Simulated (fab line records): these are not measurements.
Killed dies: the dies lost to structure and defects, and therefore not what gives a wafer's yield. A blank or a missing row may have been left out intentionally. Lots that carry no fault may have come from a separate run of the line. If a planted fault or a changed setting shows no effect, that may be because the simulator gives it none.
Which tool was responsible?	flow nandHarc	14 lots, 42 wafers sampled, at 5 steps of a route of 1302

## WHAT THE GAUGES READ, wafer by wafer
NHARC_A_M0_OVL_MEAS_10: pitch 160 nm.
lot	measured	on	overlayXNm (nm)	overlayYNm (nm)
L799	day 23 01:31	overlay-01	-1.0 -1.3 -0.9	-0.8 -0.6 -0.6
L801	day 23 14:16	overlay-01	-0.2 -0.5 -0.3	-0.4 0.1 0.0
L804	day 25 14:57	overlay-02	-1.1 -1.4 -0.7	-0.6 0.1 -0.6
L805	day 26 03:35	overlay-02	0.4 0.3 -0.3	0.6 1.1 1.0
L809	day 26 08:11	overlay-01	-1.5 -1.8 -1.7	-0.2 -0.5 -0.1
L806	day 26 10:10	overlay-02	-1.0 -0.5 -0.4	-0.5 -0.7 -0.4
L810	day 26 14:38	overlay-01	0.6 1.4 1.0	1.9 1.3 2.1
L813	day 28 21:04	overlay-01	0.4 0.9 -0.3	-0.4 -1.2 -0.7
L815	day 29 22:28	overlay-02	0.7 1.0 1.0	1.8 1.2 1.7
L816	day 30 15:34	overlay-02	0.1 0.1 0.7	0.1 -0.3 -0.6
L818	day 30 21:35	overlay-02	-0.4 -0.7 -0.7	-0.1 -0.1 -0.2
L819	day 31 06:11	overlay-01	0.4 0.6 0.6	1.3 0.2 0.9
L821	day 32 03:58	overlay-01	0.3 0.3 0.0	0.7 0.7 1.2
L820	day 33 15:16	overlay-02	1.0 1.5 1.8	0.4 0.5 0.4

NHARC_END_SORT_01.
lot	measured	on	defectLimitedYield (%)	killedAtArray	killedAtOther	killedAtPeriphery	killedDies	killedOpen	killedShort
L805	day 27 20:07	prober-02	0 0 0	667 671 669	2 1 1	8 5 7	677 677 677	8 4 2	3 3 2
L809	day 27 23:59	prober-01	0 0 0	667 672 670	0 0 1	10 5 6	677 677 677	3 5 2	2 2 1

## EACH LOT AND THE TOOL THAT RAN IT (in order: tool; ch and the chambers of the sampled wafers; start)
lot	NHARC_A_BLC_DEGAS_30	NHARC_A_BLC_CVD_24	NHARC_A_M0_DEP_00
L799	pvdSputter-02, day 22 23:11	cvdW-01 ch 0,1, day 23 00:35 or earlier	pecvd-04 ch 0,1,2, day 23 00:35
L801	pvdSputter-02, day 23 11:53	cvdW-01 ch 0,1, day 23 13:23 or earlier	pecvd-03 ch 1,2, day 23 13:23
L804	pvdSputter-03, day 25 12:34	cvdW-02 ch 0,1, day 25 14:01 or earlier	pecvd-03 ch 1,2, day 25 14:01
L805	pvdSputter-01, day 26 01:10	cvdW-01 ch 1, day 26 02:42 or earlier	pecvd-04 ch 0,1,2, day 26 02:42
L809	pvdSputter-01, day 26 05:56	cvdW-02 ch 0,1, day 26 07:23 or earlier	pecvd-04 ch 0,1,2, day 26 07:23
L806	pvdSputter-01, day 26 07:47	cvdW-01 ch 0, day 26 09:15 or earlier	pecvd-03 ch 0,1, day 26 09:15
L810	pvdSputter-02, day 26 12:16	cvdW-01 ch 0,1, day 26 13:46 or earlier	pecvd-04 ch 0,1,2, day 26 13:46
L813	pvdSputter-03, day 28 18:44	cvdW-01 ch 0,1, day 28 20:19 or earlier	pecvd-04 ch 0,1, day 28 20:19
L815	pvdSputter-01, day 29 20:14	cvdW-01 ch 0,1, day 29 21:40 or earlier	pecvd-04 ch 0,1, day 29 21:40
L816	pvdSputter-01, day 30 13:20	cvdW-01 ch 0,1, day 30 14:50 or earlier	pecvd-03 ch 0,1, day 30 14:50
L818	pvdSputter-03, day 30 19:19	cvdW-01 ch 0,1, day 30 20:47 or earlier	pecvd-02 ch 1,2, day 30 20:47
L819	pvdSputter-03, day 31 03:58	cvdW-01 ch 0,1, day 31 05:26 or earlier	pecvd-02 ch 0,1,2, day 31 05:26
L821	pvdSputter-02, day 32 01:34	cvdW-01 ch 0,1, day 32 03:02 or earlier	pecvd-02 ch 0,1,2, day 32 03:02
L820	pvdSputter-01, day 33 12:52	cvdW-01 ch 0,1, day 33 14:23 or earlier	pecvd-03 ch 0,1,2, day 33 14:23
- NHARC_A_BLC_DEGAS_30: time 60 s.
- NHARC_A_BLC_CVD_24: deposits W, target thk 150 nm, time 434 s.
- NHARC_A_M0_DEP_00: deposits SiOC, target thk 150 nm.

## AS READ BY THE TOOLS THEMSELVES (means over the sampled wafers that have a number; for cases with no such wafer, the mark the record gives instead)
NHARC_A_BLC_DEGAS_30.
lot	tool	heaterPowerW (W)
L799	pvdSputter-02	439
L801	pvdSputter-02	428
L804	pvdSputter-03	510
L805	pvdSputter-01	481
L809	pvdSputter-01	445
L806	pvdSputter-01	457
L810	pvdSputter-02	473
L813	pvdSputter-03	505
L815	pvdSputter-01	439
L816	pvdSputter-01	452
L818	pvdSputter-03	483
L819	pvdSputter-03	456
L821	pvdSputter-02	442
L820	pvdSputter-01	474

NHARC_A_BLC_CVD_24.
lot	tool	heaterPowerW (W)	throttleValvePct (%)
L799	cvdW-01	478	7.69
L801	cvdW-01	477	7.76
L804	cvdW-02	441	7.49
L805	cvdW-01	530	7.99
L809	cvdW-02	436	7.72
L806	cvdW-01	440	7.71
L810	cvdW-01	473	7.57
L813	cvdW-01	502	7.79
L815	cvdW-01	481	7.71
L816	cvdW-01	504	7.75
L818	cvdW-01	480	7.83
L819	cvdW-01	484	7.66
L821	cvdW-01	456	7.65
L820	cvdW-01	459	7.80

NHARC_A_M0_DEP_00.
lot	tool	chamberPressureTorr (Torr)	rfFwdPowerW (W)
L799	pecvd-04	4.999	600.1
L801	pecvd-03	4.998	598.2
L804	pecvd-03	5.000	599.2
L805	pecvd-04	-	-
L809	pecvd-04	-	-
L806	pecvd-03	-	-
L810	pecvd-04	5.008	599.1
L813	pecvd-04	5.007	597.5
L815	pecvd-04	4.996	599.6
L816	pecvd-03	4.991	599.3
L818	pecvd-02	4.991	598.8
L819	pecvd-02	4.987	600.1
L821	pecvd-02	4.998	600.5
L820	pecvd-03	5.011	599.4

## THE ANSWER, worked out from the rows above alone
Rule: usual is defined by the lots themselves. Put in order of their means at a reading, lots are off if they are a third of the lots or fewer, leave a main group of 4 or more, and stand apart from it by a gap of 3 or more times the standard deviation of the main group's means; of several such gaps the widest counts. A main group whose means are all the same, to the digits that the tables above print for the reading, isn't used. A lot without any number at a reading at which 4 lots or more have one is off too. Any other lot the step has rows for is counted as sound. Order of review: gauges by route order, followed by the tools' own readings, for which a lot's mean as printed above is used. The first step at which some lot is off is used, and at that step the reading that is off furthest; a lot without a number counts as furthest.
Off at NHARC_A_M0_DEP_00 (chamberPressureTorr): L805, L809, L806. Without a number there: L805, L809, L806. Mean 4.999 Torr and standard deviation 0.0072 in the main group.
A tool fits if, at that step or a process step before it, it ran every lot that is off, and no sound lot after the first of them. Because NHARC_A_BLC_CVD_24 lacks a start for some lots, the hours and order of its lots are taken from NHARC_A_M0_DEP_00. No candidate that was tried fits.

## WHAT THE SIMULATOR HAD PUT IN
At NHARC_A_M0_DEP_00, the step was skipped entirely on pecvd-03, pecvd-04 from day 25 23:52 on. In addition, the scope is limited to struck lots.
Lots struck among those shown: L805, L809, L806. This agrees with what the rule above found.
